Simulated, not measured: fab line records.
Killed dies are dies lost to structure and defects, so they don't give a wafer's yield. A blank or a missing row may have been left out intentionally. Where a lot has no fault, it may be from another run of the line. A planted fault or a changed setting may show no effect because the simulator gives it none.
Which tool was responsible? || flow n5_finfet || Sampling: 8 lots, 24 wafers, 5 of 1938 route steps

== WHAT THE GAUGES SHOWED, per wafer ==
N5_BEOL_M4_RC_MEAS_101. Usual: DIBL_N 36.1 mV/V, standard deviation 1.6; DIBL_P 36.6 mV/V, standard deviation 1.9; IOFF_N 0.160 nA/um, standard deviation 0.026; IOFF_P 0.210 nA/um, standard deviation 0.028; ION_N 677 uA/um, standard deviation 10; ION_P 464 uA/um, standard deviation 6.9; SS_N 71.4 mV/dec, standard deviation 0.56; SS_P 73.3 mV/dec, standard deviation 0.61; VT_N 249.1 mV, standard deviation 2.6; VT_P -250 mV, standard deviation 3.3.
{"lot": "L833", "measured": "day 8 13:53", "on": "prober-01", "DIBL_N (mV/V)": "36.4 34.7 35.3", "DIBL_P (mV/V)": "38.0 36.5 36.5", "IOFF_N (nA/um)": "0.166 0.136 0.143", "IOFF_P (nA/um)": "0.235 0.211 0.214", "ION_N (uA/um)": "695 672 683", "ION_P (uA/um)": "483 472 473", "SS_N (mV/dec)": "71.1 71.5 71.5", "SS_P (mV/dec)": "73.5 72.5 73.6", "VT_N (mV)": "247.1 252.0 250.8", "VT_P (mV)": "-245 -249 -247", "flag": ""}
{"lot": "L834", "measured": "day 9 08:46", "on": "prober-02", "DIBL_N (mV/V)": "34.4 36.9 34.8", "DIBL_P (mV/V)": "35.0 36.6 35.4", "IOFF_N (nA/um)": "0.161 0.190 0.161", "IOFF_P (nA/um)": "0.204 0.235 0.207", "ION_N (uA/um)": "690 685 683", "ION_P (uA/um)": "473 468 470", "SS_N (mV/dec)": "71.0 71.5 71.2", "SS_P (mV/dec)": "72.9 72.9 72.8", "VT_N (mV)": "247.3 247.2 247.0", "VT_P (mV)": "-247 -249 -248", "flag": ""}
{"lot": "L841", "measured": "day 10 22:44", "on": "prober-02", "DIBL_N (mV/V)": "37.1 33.0 33.2", "DIBL_P (mV/V)": "38.9 33.9 33.5", "IOFF_N (nA/um)": "0.188 0.120 0.129", "IOFF_P (nA/um)": "0.238 0.171 0.158", "ION_N (uA/um)": "682 656 666", "ION_P (uA/um)": "469 458 454", "SS_N (mV/dec)": "71.4 70.5 70.8", "SS_P (mV/dec)": "73.8 72.0 72.4", "VT_N (mV)": "248.1 250.7 251.3", "VT_P (mV)": "-248 -250 -256", "flag": ""}
{"lot": "L844", "measured": "day 11 22:25", "on": "prober-01", "DIBL_N (mV/V)": "37.1 35.1 37.8", "DIBL_P (mV/V)": "38.9 35.9 38.4", "IOFF_N (nA/um)": "0.179 0.148 0.194", "IOFF_P (nA/um)": "0.216 0.180 0.211", "ION_N (uA/um)": "680 679 690", "ION_P (uA/um)": "464 460 462", "SS_N (mV/dec)": "71.5 71.3 71.9", "SS_P (mV/dec)": "74.3 73.1 73.8", "VT_N (mV)": "247.0 249.2 246.3", "VT_P (mV)": "-249 -254 -252", "flag": ""}
{"lot": "L845", "measured": "day 11 22:29", "on": "prober-02", "DIBL_N (mV/V)": "37.6 37.8 37.4", "DIBL_P (mV/V)": "37.1 37.5 38.6", "IOFF_N (nA/um)": "0.191 0.195 0.199", "IOFF_P (nA/um)": "0.259 0.257 0.282", "ION_N (uA/um)": "674 674 681", "ION_P (uA/um)": "469 465 483", "SS_N (mV/dec)": "71.7 70.7 71.6", "SS_P (mV/dec)": "73.2 73.8 73.4", "VT_N (mV)": "246.3 244.4 243.6", "VT_P (mV)": "-245 -245 -244", "flag": ""}
{"lot": "L846", "measured": "day 12 15:07", "on": "prober-01", "DIBL_N (mV/V)": "37.5 38.2 35.3", "DIBL_P (mV/V)": "37.3 38.2 34.5", "IOFF_N (nA/um)": "0.176 0.191 0.139", "IOFF_P (nA/um)": "0.220 0.222 0.180", "ION_N (uA/um)": "680 688 671", "ION_P (uA/um)": "462 463 461", "SS_N (mV/dec)": "71.5 71.8 70.9", "SS_P (mV/dec)": "73.9 74.1 73.6", "VT_N (mV)": "245.7 247.6 250.8", "VT_P (mV)": "-252 -250 -254", "flag": ""}
{"lot": "L853", "measured": "day 13 07:43", "on": "prober-02", "DIBL_N (mV/V)": "35.4 34.4 36.7", "DIBL_P (mV/V)": "33.3 33.6 35.4", "IOFF_N (nA/um)": "0.125 0.127 0.148", "IOFF_P (nA/um)": "0.197 0.199 0.233", "ION_N (uA/um)": "661 671 662", "ION_P (uA/um)": "459 469 463", "SS_N (mV/dec)": "71.2 70.7 71.7", "SS_P (mV/dec)": "73.2 73.0 73.4", "VT_N (mV)": "252.5 251.0 249.6", "VT_P (mV)": "-250 -249 -249", "flag": ""}
{"lot": "L854", "measured": "day 14 16:33", "on": "prober-02", "DIBL_N (mV/V)": "35.3 34.2 36.9", "DIBL_P (mV/V)": "35.8 35.1 38.2", "IOFF_N (nA/um)": "0.152 0.135 0.194", "IOFF_P (nA/um)": "0.208 0.202 0.246", "ION_N (uA/um)": "679 671 687", "ION_P (uA/um)": "467 462 473", "SS_N (mV/dec)": "72.3 71.0 71.9", "SS_P (mV/dec)": "73.2 72.5 73.0", "VT_N (mV)": "248.8 247.0 243.7", "VT_P (mV)": "-248 -249 -244", "flag": ""}

== EACH LOT AND THE TOOL THAT RAN IT (in order: tool; ch and the chambers of the sampled wafers; start) ==
{"lot": "L833", "N5_GATE_CUT_ETCH_58": "rie_diel-05 ch 0,1, day 5 02:13", "N5_GATE_CUT_PECVD_57": "pecvd-01 ch 0,2, day 5 04:44", "N5_GATE_CUT_ETCH_28": "rie_diel-04 ch 0,1,2, day 5 06:58", "N5_GATE_CUT_ETCH_19": "rie_diel-04 ch 0,1,2, day 5 07:13"}
{"lot": "L834", "N5_GATE_CUT_ETCH_58": "rie_diel-04 ch 0,1, day 5 03:34", "N5_GATE_CUT_PECVD_57": "pecvd-02 ch 0,1,2, day 5 06:11", "N5_GATE_CUT_ETCH_28": "rie_diel-04 ch 0,1, day 5 08:18", "N5_GATE_CUT_ETCH_19": "rie_diel-04 ch 0,1, day 5 08:34"}
{"lot": "L841", "N5_GATE_CUT_ETCH_58": "rie_diel-03 ch 0,2, day 7 02:04", "N5_GATE_CUT_PECVD_57": "pecvd-04 ch 0,1,2, day 7 04:41", "N5_GATE_CUT_ETCH_28": "rie_diel-05 ch 1,3, day 7 05:43", "N5_GATE_CUT_ETCH_19": "rie_diel-05 ch 1,3, day 7 05:58"}
{"lot": "L844", "N5_GATE_CUT_ETCH_58": "rie_diel-03 ch 0,1,3, day 7 17:50", "N5_GATE_CUT_PECVD_57": "pecvd-01 ch 0,1,2, day 7 20:52", "N5_GATE_CUT_ETCH_28": "rie_diel-04 ch 1,2, day 7 23:31", "N5_GATE_CUT_ETCH_19": "rie_diel-04 ch 1,2, day 7 23:46"}
{"lot": "L845", "N5_GATE_CUT_ETCH_58": "rie_diel-04 ch 1,2,3, day 7 20:21", "N5_GATE_CUT_PECVD_57": "pecvd-04 ch 0,1, day 7 22:52", "N5_GATE_CUT_ETCH_28": "rie_diel-05 ch 0,1,3, day 8 00:11", "N5_GATE_CUT_ETCH_19": "rie_diel-05 ch 0,1,3, day 8 00:26"}
{"lot": "L846", "N5_GATE_CUT_ETCH_58": "rie_diel-04 ch 0,1,2, day 8 04:02", "N5_GATE_CUT_PECVD_57": "pecvd-02 ch 1,2, day 8 07:27", "N5_GATE_CUT_ETCH_28": "rie_diel-04 ch 1,2,3, day 8 08:21", "N5_GATE_CUT_ETCH_19": "rie_diel-04 ch 1,2,3, day 8 08:36"}
{"lot": "L853", "N5_GATE_CUT_ETCH_58": "rie_diel-04 ch 0,1,2, day 10 01:18", "N5_GATE_CUT_PECVD_57": "pecvd-04 ch 1,2, day 10 03:49", "N5_GATE_CUT_ETCH_28": "rie_diel-05 ch 0,2,3, day 10 04:44", "N5_GATE_CUT_ETCH_19": "rie_diel-05 ch 0,2,3, day 10 04:59"}
{"lot": "L854", "N5_GATE_CUT_ETCH_58": "rie_diel-05 ch 0,1,2, day 10 09:34", "N5_GATE_CUT_PECVD_57": "pecvd-01 ch 0,1,2, day 10 12:05", "N5_GATE_CUT_ETCH_28": "rie_diel-03 ch 0,1,3, day 10 13:07", "N5_GATE_CUT_ETCH_19": "rie_diel-03 ch 0,1,3, day 10 13:22"}
- N5_GATE_CUT_ETCH_58: etches SiNx in CH3F/O2, target depth 17 nm, time 128.6 s.
- N5_GATE_CUT_PECVD_57: deposits SiNx from SiH4/NH3/N2, target thk 21 nm.
- N5_GATE_CUT_ETCH_28: etches underlayer in N2/H2, target depth 13 nm, time 10.4 s.
- N5_GATE_CUT_ETCH_19: etches SiNx in CH3F/O2, target depth 53.7 nm, time 76.7 s.

== AS READ BY THE TOOLS THEMSELVES (means over the sampled wafers that have a number; for cases with no such wafer, the mark the record gives instead) ==
N5_GATE_CUT_ETCH_58. Usual: drypump_motor_current_A 5.8 A, standard deviation 0.43; oes_product_au 0.77 a.u., standard deviation 0.068; rf_vpp_V 99.0 V, standard deviation 0.9; showerhead_plenum_p_Torr 2.00 Torr, standard deviation 0.071; throttle_valve_pct 16.36 %, standard deviation 0.21.
{"lot": "L833", "tool": "rie_diel-05", "drypump_motor_current_A (A)": 6.0, "oes_product_au (a.u.)": 0.77, "rf_vpp_V (V)": 98.6, "showerhead_plenum_p_Torr (Torr)": 1.96, "throttle_valve_pct (%)": 16.40, "flag": ""}
{"lot": "L834", "tool": "rie_diel-04", "drypump_motor_current_A (A)": 5.2, "oes_product_au (a.u.)": 0.83, "rf_vpp_V (V)": 99.5, "showerhead_plenum_p_Torr (Torr)": 2.00, "throttle_valve_pct (%)": 16.49, "flag": ""}
{"lot": "L841", "tool": "rie_diel-03", "drypump_motor_current_A (A)": 5.9, "oes_product_au (a.u.)": 0.79, "rf_vpp_V (V)": 98.8, "showerhead_plenum_p_Torr (Torr)": 2.03, "throttle_valve_pct (%)": 16.32, "flag": ""}
{"lot": "L844", "tool": "rie_diel-03", "drypump_motor_current_A (A)": 5.6, "oes_product_au (a.u.)": 0.85, "rf_vpp_V (V)": 98.0, "showerhead_plenum_p_Torr (Torr)": 2.03, "throttle_valve_pct (%)": 16.12, "flag": ""}
{"lot": "L845", "tool": "rie_diel-04", "drypump_motor_current_A (A)": 5.7, "oes_product_au (a.u.)": 0.83, "rf_vpp_V (V)": 99.1, "showerhead_plenum_p_Torr (Torr)": 2.04, "throttle_valve_pct (%)": 16.35, "flag": ""}
{"lot": "L846", "tool": "rie_diel-04", "drypump_motor_current_A (A)": 5.5, "oes_product_au (a.u.)": 0.75, "rf_vpp_V (V)": 99.0, "showerhead_plenum_p_Torr (Torr)": 1.97, "throttle_valve_pct (%)": 16.56, "flag": ""}
{"lot": "L853", "tool": "rie_diel-04", "drypump_motor_current_A (A)": 5.5, "oes_product_au (a.u.)": 0.74, "rf_vpp_V (V)": 99.6, "showerhead_plenum_p_Torr (Torr)": 1.97, "throttle_valve_pct (%)": 16.59, "flag": ""}
{"lot": "L854", "tool": "rie_diel-05", "drypump_motor_current_A (A)": 6.1, "oes_product_au (a.u.)": 0.72, "rf_vpp_V (V)": 99.1, "showerhead_plenum_p_Torr (Torr)": 1.96, "throttle_valve_pct (%)": 16.39, "flag": ""}

N5_GATE_CUT_PECVD_57. Usual: heater_power_w 827 W, standard deviation 94; showerhead_plenum_p_Torr 5.18 Torr, standard deviation 0.11; showerhead_vpp_V 1115 V, standard deviation 56; susceptor_temp_C 399.96 C, standard deviation 0.22; throttle_valve_pct 40.0 %, standard deviation 2.1.
{"lot": "L833", "tool": "pecvd-01", "heater_power_w (W)": 791, "showerhead_plenum_p_Torr (Torr)": 5.25, "showerhead_vpp_V (V)": 1058, "susceptor_temp_C (C)": 400.08, "throttle_valve_pct (%)": 40.4, "flag": ""}
{"lot": "L834", "tool": "pecvd-02", "heater_power_w (W)": 803, "showerhead_plenum_p_Torr (Torr)": 5.13, "showerhead_vpp_V (V)": 1132, "susceptor_temp_C (C)": 399.99, "throttle_valve_pct (%)": 39.7, "flag": ""}
{"lot": "L841", "tool": "pecvd-04", "heater_power_w (W)": 729, "showerhead_plenum_p_Torr (Torr)": 5.17, "showerhead_vpp_V (V)": 1040, "susceptor_temp_C (C)": 399.81, "throttle_valve_pct (%)": 39.2, "flag": ""}
{"lot": "L844", "tool": "pecvd-01", "heater_power_w (W)": 882, "showerhead_plenum_p_Torr (Torr)": 5.25, "showerhead_vpp_V (V)": 1112, "susceptor_temp_C (C)": 399.95, "throttle_valve_pct (%)": 40.5, "flag": ""}
{"lot": "L845", "tool": "pecvd-04", "heater_power_w (W)": 730, "showerhead_plenum_p_Torr (Torr)": 5.15, "showerhead_vpp_V (V)": 998, "susceptor_temp_C (C)": 399.87, "throttle_valve_pct (%)": 38.8, "flag": ""}
{"lot": "L846", "tool": "pecvd-02", "heater_power_w (W)": 804, "showerhead_plenum_p_Torr (Torr)": 5.05, "showerhead_vpp_V (V)": 1162, "susceptor_temp_C (C)": 399.77, "throttle_valve_pct (%)": 41.3, "flag": ""}
{"lot": "L853", "tool": "pecvd-04", "heater_power_w (W)": 792, "showerhead_plenum_p_Torr (Torr)": 5.19, "showerhead_vpp_V (V)": 1092, "susceptor_temp_C (C)": 400.23, "throttle_valve_pct (%)": 39.3, "flag": ""}
{"lot": "L854", "tool": "pecvd-01", "heater_power_w (W)": 922, "showerhead_plenum_p_Torr (Torr)": 5.25, "showerhead_vpp_V (V)": 1121, "susceptor_temp_C (C)": 400.05, "throttle_valve_pct (%)": 40.7, "flag": ""}

N5_GATE_CUT_ETCH_28. Usual: drypump_motor_current_A is 5.8 A with standard deviation 0.44, etch_rf_on_time_s is 10.35 s with standard deviation 0.22, h2_flow_sccm is 199.9 sccm with standard deviation 0.59, oes_product_au is 0.66 a.u. with standard deviation 0.059, rf_vpp_V is 523.6 V with standard deviation 2.7, showerhead_plenum_p_Torr is 2.53 Torr with standard deviation 0.092, and throttle_valve_pct is 17.90 % with standard deviation 0.21.
{"lot": "L833", "tool": "rie_diel-04", "drypump_motor_current_A (A)": 5.5, "etch_rf_on_time_s (s)": 10.29, "h2_flow_sccm (sccm)": 199.8, "oes_product_au (a.u.)": 0.67, "rf_vpp_V (V)": 523.1, "showerhead_plenum_p_Torr (Torr)": 2.51, "throttle_valve_pct (%)": 18.00, "flag": ""}
{"lot": "L834", "tool": "rie_diel-04", "drypump_motor_current_A (A)": 5.2, "etch_rf_on_time_s (s)": 10.07, "h2_flow_sccm (sccm)": 199.7, "oes_product_au (a.u.)": 0.71, "rf_vpp_V (V)": 523.5, "showerhead_plenum_p_Torr (Torr)": 2.53, "throttle_valve_pct (%)": 17.99, "flag": ""}
{"lot": "L841", "tool": "rie_diel-05", "drypump_motor_current_A (A)": 6.0, "etch_rf_on_time_s (s)": 10.37, "h2_flow_sccm (sccm)": 200.1, "oes_product_au (a.u.)": 0.63, "rf_vpp_V (V)": 526.3, "showerhead_plenum_p_Torr (Torr)": 2.60, "throttle_valve_pct (%)": 18.07, "flag": ""}
{"lot": "L844", "tool": "rie_diel-04", "drypump_motor_current_A (A)": 5.5, "etch_rf_on_time_s (s)": 12.91, "h2_flow_sccm (sccm)": 199.9, "oes_product_au (a.u.)": 0.61, "rf_vpp_V (V)": 525.1, "showerhead_plenum_p_Torr (Torr)": 2.54, "throttle_valve_pct (%)": 18.00, "flag": "OFF"}
{"lot": "L845", "tool": "rie_diel-05", "drypump_motor_current_A (A)": 6.1, "etch_rf_on_time_s (s)": 10.37, "h2_flow_sccm (sccm)": 199.3, "oes_product_au (a.u.)": 0.62, "rf_vpp_V (V)": 523.5, "showerhead_plenum_p_Torr (Torr)": 2.53, "throttle_valve_pct (%)": 18.05, "flag": ""}
{"lot": "L846", "tool": "rie_diel-04", "drypump_motor_current_A (A)": 5.7, "etch_rf_on_time_s (s)": 13.39, "h2_flow_sccm (sccm)": 199.9, "oes_product_au (a.u.)": 0.64, "rf_vpp_V (V)": 524.9, "showerhead_plenum_p_Torr (Torr)": 2.58, "throttle_valve_pct (%)": 17.80, "flag": "OFF"}
{"lot": "L853", "tool": "rie_diel-05", "drypump_motor_current_A (A)": 6.2, "etch_rf_on_time_s (s)": 10.32, "h2_flow_sccm (sccm)": 200.3, "oes_product_au (a.u.)": 0.61, "rf_vpp_V (V)": 523.1, "showerhead_plenum_p_Torr (Torr)": 2.52, "throttle_valve_pct (%)": 17.96, "flag": ""}
{"lot": "L854", "tool": "rie_diel-03", "drypump_motor_current_A (A)": 5.5, "etch_rf_on_time_s (s)": 10.44, "h2_flow_sccm (sccm)": 200.0, "oes_product_au (a.u.)": 0.71, "rf_vpp_V (V)": 526.2, "showerhead_plenum_p_Torr (Torr)": 2.59, "throttle_valve_pct (%)": 17.73, "flag": ""}

N5_GATE_CUT_ETCH_19. Usual: drypump_motor_current_A 5.8 A, standard deviation 0.43; etch_rf_on_time_s 76.8 s, standard deviation 1.3; oes_product_au 0.66 a.u., standard deviation 0.059; rf_vpp_V 297 V, standard deviation 7.6; showerhead_plenum_p_Torr 2.00 Torr, standard deviation 0.069; throttle_valve_pct 16.40 %, standard deviation 0.2.
{"lot": "L833", "tool": "rie_diel-04", "drypump_motor_current_A (A)": 5.5, "etch_rf_on_time_s (s)": 77.0, "oes_product_au (a.u.)": 0.66, "rf_vpp_V (V)": 293, "showerhead_plenum_p_Torr (Torr)": 1.98, "throttle_valve_pct (%)": 16.54, "flag": ""}
{"lot": "L834", "tool": "rie_diel-04", "drypump_motor_current_A (A)": 5.2, "etch_rf_on_time_s (s)": 75.9, "oes_product_au (a.u.)": 0.70, "rf_vpp_V (V)": 291, "showerhead_plenum_p_Torr (Torr)": 2.00, "throttle_valve_pct (%)": 16.53, "flag": ""}
{"lot": "L841", "tool": "rie_diel-05", "drypump_motor_current_A (A)": 6.0, "etch_rf_on_time_s (s)": 77.1, "oes_product_au (a.u.)": 0.63, "rf_vpp_V (V)": 305, "showerhead_plenum_p_Torr (Torr)": 2.04, "throttle_valve_pct (%)": 16.50, "flag": ""}
{"lot": "L844", "tool": "rie_diel-04", "drypump_motor_current_A (A)": 5.5, "etch_rf_on_time_s (s)": 76.7, "oes_product_au (a.u.)": 0.66, "rf_vpp_V (V)": 292, "showerhead_plenum_p_Torr (Torr)": 2.01, "throttle_valve_pct (%)": 16.60, "flag": ""}
{"lot": "L845", "tool": "rie_diel-05", "drypump_motor_current_A (A)": 6.1, "etch_rf_on_time_s (s)": 76.6, "oes_product_au (a.u.)": 0.63, "rf_vpp_V (V)": 302, "showerhead_plenum_p_Torr (Torr)": 1.98, "throttle_valve_pct (%)": 16.49, "flag": ""}
{"lot": "L846", "tool": "rie_diel-04", "drypump_motor_current_A (A)": 5.7, "etch_rf_on_time_s (s)": 76.9, "oes_product_au (a.u.)": 0.69, "rf_vpp_V (V)": 296, "showerhead_plenum_p_Torr (Torr)": 2.04, "throttle_valve_pct (%)": 16.39, "flag": ""}
{"lot": "L853", "tool": "rie_diel-05", "drypump_motor_current_A (A)": 6.2, "etch_rf_on_time_s (s)": 77.0, "oes_product_au (a.u.)": 0.61, "rf_vpp_V (V)": 304, "showerhead_plenum_p_Torr (Torr)": 1.99, "throttle_valve_pct (%)": 16.44, "flag": ""}
{"lot": "L854", "tool": "rie_diel-03", "drypump_motor_current_A (A)": 5.5, "etch_rf_on_time_s (s)": 77.3, "oes_product_au (a.u.)": 0.70, "rf_vpp_V (V)": 297, "showerhead_plenum_p_Torr (Torr)": 2.03, "throttle_valve_pct (%)": 16.18, "flag": ""}

== THE ANSWER, worked out from the rows above alone ==
Rule: take the mean of a lot's wafers that have a number; if it is more than 3 standard deviations from the usual mean, the lot is off. Also off: a lot with no number at a reading for which 4 or more lots have one. The other lots that the step has rows for count as sound. First the gauges in route order, then the tools' own readings, where a lot's mean is used as printed above. The first step at which some lot is off is used, and at that step the reading that is off furthest; a lot without a number counts as furthest.
Off: L844, L846, at N5_GATE_CUT_ETCH_28 (etch_rf_on_time_s).
If a tool, at that step or one of the process steps before it, ran each lot that is off and ran no sound lot following the first of them, it fits. One fits: N5_GATE_CUT_ETCH_28 on rie_diel-04. A fault onset in the window from L834 (day 5 08:18, its last sound lot) to L844 (day 7 23:31, its first lot off) fits.
The tool's own readings at N5_GATE_CUT_ETCH_28 bear it out: on the lots that are off they differ by more than 5 times the standard deviation of the sound lots' means. etch_rf_on_time_s reads 13.15 s there against 10.31 s on the sound lots.

== WHAT THE SIMULATOR PUT IN ==
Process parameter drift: rie_diel-04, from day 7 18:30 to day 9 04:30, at N5_GATE_CUT_ETCH_28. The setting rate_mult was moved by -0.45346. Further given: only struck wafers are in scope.
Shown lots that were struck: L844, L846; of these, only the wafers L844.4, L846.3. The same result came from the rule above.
